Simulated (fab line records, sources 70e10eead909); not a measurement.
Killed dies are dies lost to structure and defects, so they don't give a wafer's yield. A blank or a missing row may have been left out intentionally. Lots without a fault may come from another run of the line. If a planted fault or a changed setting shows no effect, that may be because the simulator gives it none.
Matching of chambers :: flow nandHarc :: rieDiel-05 running NHARC_A_STAIRCASE_ETCH_313: 4 sister chambers
The step etches the open film in CF4/CHF3. 22 wafers are shown with their chamber, then 11 later ones without.

== WAFERS PAIRED WITH THEIR CHAMBERS ==
wafer: L077.2
chamber: 3
drypumpMotorCurrentA (A): 4.9
showerheadPlenumPTorr (Torr): 1.46
rfVppV (V): 365.9

wafer: L077.3
chamber: 0
drypumpMotorCurrentA (A): 5.3
showerheadPlenumPTorr (Torr): 1.55
rfVppV (V): 368.3

wafer: L077.6
chamber: 3
drypumpMotorCurrentA (A): 4.9
showerheadPlenumPTorr (Torr): 1.46
rfVppV (V): 366.4

wafer: L078.1
chamber: 1
drypumpMotorCurrentA (A): 4.8
showerheadPlenumPTorr (Torr): 1.51
rfVppV (V): 368.8

wafer: L078.2
chamber: 3
drypumpMotorCurrentA (A): 4.9
showerheadPlenumPTorr (Torr): 1.70
rfVppV (V): 375.0

wafer: L078.3
chamber: 2
drypumpMotorCurrentA (A): 6.3
showerheadPlenumPTorr (Torr): 1.52
rfVppV (V): 368.8

wafer: L082.2
chamber: 3
drypumpMotorCurrentA (A): 4.9
showerheadPlenumPTorr (Torr): 1.70
rfVppV (V): 374.8

wafer: L082.3
chamber: 1
drypumpMotorCurrentA (A): 4.8
showerheadPlenumPTorr (Torr): 1.51
rfVppV (V): 369.6

wafer: L082.5
chamber: 3
drypumpMotorCurrentA (A): 4.9
showerheadPlenumPTorr (Torr): 1.70
rfVppV (V): 374.5

wafer: L083.1
chamber: 2
drypumpMotorCurrentA (A): 6.4
showerheadPlenumPTorr (Torr): 1.52
rfVppV (V): 367.4

wafer: L083.2
chamber: 3
drypumpMotorCurrentA (A): 5.0
showerheadPlenumPTorr (Torr): 1.70
rfVppV (V): 375.4

wafer: L083.3
chamber: 0
drypumpMotorCurrentA (A): 5.2
showerheadPlenumPTorr (Torr): 1.54
rfVppV (V): 369.3

wafer: L085.1
chamber: 2
drypumpMotorCurrentA (A): 6.3
showerheadPlenumPTorr (Torr): 1.52
rfVppV (V): 369.0

wafer: L085.2
chamber: 0
drypumpMotorCurrentA (A): 5.3
showerheadPlenumPTorr (Torr): 1.54
rfVppV (V): 370.1

wafer: L085.6
chamber: 0
drypumpMotorCurrentA (A): 5.3
showerheadPlenumPTorr (Torr): 1.54
rfVppV (V): 369.4

wafer: L084.3
chamber: 0
drypumpMotorCurrentA (A): 5.3
showerheadPlenumPTorr (Torr): 1.54
rfVppV (V): 369.3

wafer: L084.4
chamber: 2
drypumpMotorCurrentA (A): 6.3
showerheadPlenumPTorr (Torr): 1.52
rfVppV (V): 367.4

wafer: L084.5
chamber: 0
drypumpMotorCurrentA (A): 5.3
showerheadPlenumPTorr (Torr): 1.54
rfVppV (V): 369.5

wafer: L088.1
chamber: 3
drypumpMotorCurrentA (A): 4.9
showerheadPlenumPTorr (Torr): 1.69
rfVppV (V): 375.1

wafer: L088.4
chamber: 1
drypumpMotorCurrentA (A): 4.8
showerheadPlenumPTorr (Torr): 1.50
rfVppV (V): 367.6

wafer: L088.5
chamber: 2
drypumpMotorCurrentA (A): 6.3
showerheadPlenumPTorr (Torr): 1.51
rfVppV (V): 369.2

wafer: L091.2
chamber: 2
drypumpMotorCurrentA (A): 6.4
showerheadPlenumPTorr (Torr): 1.51
rfVppV (V): 368.5

SIGNATURES (means of the wafers above)
reading: drypumpMotorCurrentA
chamber 0: 5.283
chamber 1: 4.800
chamber 2: 6.333
chamber 3: 4.914
scatter within a chamber: 0.041

reading: showerheadPlenumPTorr
chamber 0: 1.5417
chamber 1: 1.5067
chamber 2: 1.5167
chamber 3: 1.6300
scatter within a chamber: 0.0672

reading: rfVppV
chamber 0: 369.317
chamber 1: 368.667
chamber 2: 368.383
chamber 3: 372.443
scatter within a chamber: 2.56
Rule: for each reading, subtract the chamber's mean from the wafer's reading, divide by that reading's scatter and square the result; add these up over the readings and take the root, which gives the wafer's distance from the chamber. The wafer belongs to the nearest chamber; if the next one is less than 2 further off, it can't be placed. How the scatter is found: for the shown wafers, subtract from each reading the mean of its chamber, square and add these, divide the total by (wafers less chambers), then take the root.

== WAFERS WITHOUT THEIR CHAMBER ==
wafer: L091.4
drypumpMotorCurrentA (A): 4.9
showerheadPlenumPTorr (Torr): 1.69
rfVppV (V): 373.8

wafer: L091.5
drypumpMotorCurrentA (A): 4.9
showerheadPlenumPTorr (Torr): 1.69
rfVppV (V): 374.4

wafer: L093.1
drypumpMotorCurrentA (A): 6.3
showerheadPlenumPTorr (Torr): 1.51
rfVppV (V): 370.2

wafer: L093.2
drypumpMotorCurrentA (A): 5.3
showerheadPlenumPTorr (Torr): 1.54
rfVppV (V): 368.7

wafer: L093.4
drypumpMotorCurrentA (A): 4.9
showerheadPlenumPTorr (Torr): 1.69
rfVppV (V): 374.2

wafer: L095.2
drypumpMotorCurrentA (A): 4.8
showerheadPlenumPTorr (Torr): 1.50
rfVppV (V): 368.5

wafer: L095.3
drypumpMotorCurrentA (A): 6.3
showerheadPlenumPTorr (Torr): 1.51
rfVppV (V): 369.0

wafer: L095.6
drypumpMotorCurrentA (A): 4.8
showerheadPlenumPTorr (Torr): 1.50
rfVppV (V): 367.6

wafer: L097.3
drypumpMotorCurrentA (A): 6.3
showerheadPlenumPTorr (Torr): 1.51
rfVppV (V): 367.4

wafer: L097.5
drypumpMotorCurrentA (A): 4.9
showerheadPlenumPTorr (Torr): 1.68
rfVppV (V): 375.1

wafer: L097.6
drypumpMotorCurrentA (A): 6.3
showerheadPlenumPTorr (Torr): 1.51
rfVppV (V): 368.8

== WHICH CHAMBER EACH ONE RAN IN ==
wafer: L091.4
from the rows above: 3
in truth: 3

wafer: L091.5
from the rows above: 3
in truth: 3

wafer: L093.1
from the rows above: 2
in truth: 2

wafer: L093.2
from the rows above: 0
in truth: 0

wafer: L093.4
from the rows above: 3
in truth: 3

wafer: L095.2
from the rows above: 1
in truth: 1

wafer: L095.3
from the rows above: 2
in truth: 2

wafer: L095.6
from the rows above: 1
in truth: 1

wafer: L097.3
from the rows above: 2
in truth: 2

wafer: L097.5
from the rows above: 3
in truth: 3

wafer: L097.6
from the rows above: 2
in truth: 2
Correctly placed: 11 of 11. Number that these rows cannot place: 0. Number placed wrongly: 0.
